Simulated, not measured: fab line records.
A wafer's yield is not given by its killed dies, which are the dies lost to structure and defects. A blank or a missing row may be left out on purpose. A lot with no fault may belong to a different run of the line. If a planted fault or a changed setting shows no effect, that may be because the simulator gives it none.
A struck lot beside a sound one -- flow n5-finfet -- 15 steps out of a route of 1938
Sound: these wafers, L720.1, L720.4, L720.5. Struck: wafers L730.3, L730.6. (L730.2 of the same lot was not struck and is left out.) The cause comes at the end.
Order at every step that has rows: each side's tool, ch and its chambers, its first start. Under that, the readings that differ: sound wafers -- struck wafers -- difference of the means -- sigmas: that difference in standard deviations of wafers without a fault.
alike: same words and numbers on both sides, and readings whose means sit less than 2 such deviations apart. not compared: any withheld reading, any reading some wafer has no value for, any bound like >300 that may hide the same value, and any number with overlapping values for which the record gives no deviation.
A row with sigmas, a row that says differs or no value, or rows on one side alone: a step with any of these is where the two part. Numbers that don't overlap but have no deviation are shown without sigmas and don't part them. A reading that every wafer of one side lacks parts them only if that side has two wafers or more.

first, 7 steps without rows for these wafers: N5_PMOS_HMC_CHANNEL_EPI_COAT_31 (time 60 s, resist thk 66 nm); N5_PMOS_HMC_CHANNEL_EPI_COAT_03 (resist thk 205 nm); N5_PMOS_HMC_CHANNEL_EPI_EBR_05; N5_PMOS_HMC_CHANNEL_EPI_SOFTBAKE_04 (time 60 s); N5_PMOS_HMC_CHANNEL_EPI_EXPOSE_06 (exposes mask PMOS HMC BLK, target cd 240 nm); N5_PMOS_HMC_CHANNEL_EPI_PEB_07 (peb time 60 s); N5_PMOS_HMC_CHANNEL_EPI_DEVELOP_08 (develop time 30 s).
N5_PMOS_HMC_CHANNEL_EPI_CD_MEAS_09: target cd 237.4 nm.
  sound on cd-sem-02 ch 0, day 1 23:29; struck on cd-sem-01 ch 0, day 4 13:55
  alike: cd-nm
N5_PMOS_HMC_CHANNEL_EPI_OVL_MEAS_10:
  sound on overlay-02 ch 0, day 1 23:31; struck on overlay-02 ch 0, day 4 13:57
  alike: PMOS_HMC_BLK_OVL
N5_PMOS_HMC_CHANNEL_EPI_INSPECT_11: inspects for defects (macro).
  sound on defect-inspect-02 at day 1 23:32; struck on defect-inspect-01 at day 4 13:58
  alike: raw-defect-count
N5_PMOS_HMC_CHANNEL_EPI_DESCUM_14: chemistry O2, time 7.9 s.
  sound on rie-diel-06 ch 1,3, day 1 23:35; struck on rie-diel-05 ch 0,2, day 4 14:01
  alike: drypump-motor-current-A, oes-product-au, rf-vpp-V, showerhead-plenum-p-Torr, throttle-valve-pct
  not compared: rf-hours-counter-h
N5_PMOS_HMC_CHANNEL_EPI_ETCH_32: etches BARC in N2/H2, stops on SiO2, target depth 85.8 nm, time 50.3 s.
  sound on rie-diel-06 ch 1,3, day 1 23:37; struck on rie-diel-05 ch 0,2, day 4 14:02
  alike: drypump-motor-current-A, h2-flow-sccm, oes-product-au, rf-vpp-V, showerhead-plenum-p-Torr, throttle-valve-pct
  not compared: rf-hours-counter-h
N5_PMOS_HMC_CHANNEL_EPI_HM_OPEN_15: chemistry CHF3/O2, target SiO2, target depth 40.6 nm, time 20.3 s.
  sound on rie-diel-06 ch 1,3, day 1 23:39; struck on rie-diel-05 ch 0,2, day 4 14:05
reading,sound,struck,difference,sigmas
oes-product-au (a.u.),0.70 0.78 0.70,1.00 1.14,+0.34,+4
model.etch.depth-nm (nm),39.99 40.15 40.21,58.33 58.64,+18.37,
model.CAR-ArF-block_of_PMOS_HMC_CHANNEL_EPI_COAT_03.thk-nm (nm),93.26 93.85 92.88,68.83 70.48,-23.67,
  alike: drypump-motor-current-A, rf-vpp-V, showerhead-plenum-p-Torr, throttle-valve-pct
  not compared: rf-hours-counter-h
N5_PMOS_HMC_CHANNEL_EPI_STRIP_33: strips in N2/H2.
  sound on rie-diel-06 ch 1,3, day 1 23:43; struck on rie-diel-05 ch 0,2, day 4 14:08
  alike: drypump-motor-current-A, h2-flow-sccm, oes-product-au, power-w, rf-vpp-V, showerhead-plenum-p-Torr, throttle-valve-pct
  not compared: rf-hours-counter-h
-- a jump in the record: the struck wafers' starts before and after are 11 days apart (it breaks off in module PMOS_HMC_CHANNEL_EPI and resumes in module PASSIVATION, where the first step shown is number 1936 of the route) --
N5_PASSIVATION_PROBE_49:
  sound on prober-02 at day 11 23:28; struck on prober-01 at day 15 04:50
  alike: killed_at_M0_to_M3, killed_at_M4_up, killed-at-contacts, killed-at-front-end, killed-at-other, killed-dies, killed-on-rim, killed-open, killed-short

WHERE THEY PART
Only at N5_PMOS_HMC_CHANNEL_EPI_HM_OPEN_15, as far as this record shows. Later steps at which nothing parts them and some readings are alike: N5_PMOS_HMC_CHANNEL_EPI_STRIP_33, N5_PASSIVATION_PROBE_49.

WHY: what had been put in by the simulator
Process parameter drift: rie-diel-05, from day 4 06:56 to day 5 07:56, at N5_PMOS_HMC_CHANNEL_EPI_HM_OPEN_15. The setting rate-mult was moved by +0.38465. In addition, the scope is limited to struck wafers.
